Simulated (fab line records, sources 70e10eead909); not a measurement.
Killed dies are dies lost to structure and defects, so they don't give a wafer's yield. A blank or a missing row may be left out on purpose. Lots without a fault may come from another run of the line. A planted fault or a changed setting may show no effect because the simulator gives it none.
Chamber matching | flow nand_harc | NHARC_A_STAIRCASE_DESCUM_252 on rie_diel-04: 4 sister chambers
The step chemistry O2, time 3 s. 16 wafers are shown with their chamber, then 8 later ones without.

WAFERS WITH THEIR CHAMBER
wafer  | chamber | showerhead_plenum_p_Torr (Torr) | rf_vpp_V (V) | chamber_pressure_mTorr (mTorr)
L075.2 | 0       | 1.95                            | 56.5         | 59.94
L075.4 | 1       | 1.92                            | 58.9         | 60.04
L075.5 | 2       | 1.95                            | 57.0         | 59.99
L077.2 | 3       | 1.80                            | 58.7         | 59.97
L077.4 | 1       | 1.92                            | 59.1         | 60.04
L077.6 | 3       | 1.80                            | 57.7         | 59.95
L084.1 | 3       | 1.80                            | 58.5         | 59.90
L084.2 | 1       | 1.91                            | 58.8         | 60.05
L084.6 | 2       | 1.94                            | 56.9         | 59.95
L083.2 | 3       | 1.80                            | 58.5         | 59.93
L083.3 | 1       | 1.91                            | 58.3         | 59.95
L083.4 | 2       | 1.94                            | 58.6         | 59.84
L088.1 | 2       | 1.94                            | 56.4         | 59.95
L088.3 | 3       | 1.79                            | 58.6         | 59.97
L088.4 | 0       | 1.94                            | 59.4         | 59.93
L090.1 | 0       | 1.94                            | 58.5         | 60.03

SIGNATURES (means of the wafers above)
reading                  | chamber 0 | chamber 1 | chamber 2 | chamber 3 | scatter within a chamber
showerhead_plenum_p_Torr | 1.9433    | 1.9150    | 1.9425    | 1.7980    | 0.00518
rf_vpp_V                 | 58.133    | 58.775    | 57.225    | 58.400    | 0.823
chamber_pressure_mTorr   | 59.9667   | 60.0200   | 59.9325   | 59.9440   | 0.0489
Rule: a wafer's distance from a chamber is the root of the sum, over the readings, of the square of ((its reading less the chamber's mean) divided by the reading's scatter). The wafer belongs to the nearest chamber; if the next one is less than 2 further off, it can't be placed. The scatter: the root of (the sum of the squares of (reading less its chamber's mean) over the shown wafers, divided by (wafers less chambers)).

WAFERS WITHOUT THEIR CHAMBER
wafer  | showerhead_plenum_p_Torr (Torr) | rf_vpp_V (V) | chamber_pressure_mTorr (mTorr)
L090.2 | 1.79                            | 57.2         | 59.98
L090.4 | 1.91                            | 58.3         | 60.00
L096.1 | 1.93                            | 58.1         | 59.90
L096.5 | 1.79                            | 56.5         | 59.95
L096.6 | 1.94                            | 56.9         | 59.90
L097.2 | 1.93                            | 58.8         | 59.96
L097.4 | 1.94                            | 60.0         | 60.04
L097.5 | 1.90                            | 58.0         | 59.99

WHICH CHAMBER EACH WENT THROUGH
wafer  | from the rows above          | in truth
L090.2 | 3                            | 3
L090.4 | 1                            | 1
L096.1 | can't be placed: 2 or 0 or 1 | 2
L096.5 | 3                            | 3
L096.6 | can't be placed: 2 or 0      | 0
L097.2 | can't be placed: 0 or 2 or 1 | 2
L097.4 | can't be placed: 0 or 2      | 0
L097.5 | 1                            | 1
Placed correctly: 4 of 8. Can't be placed from these rows: 4 (the true chamber is among the candidates in 4). Placed wrongly: 0.
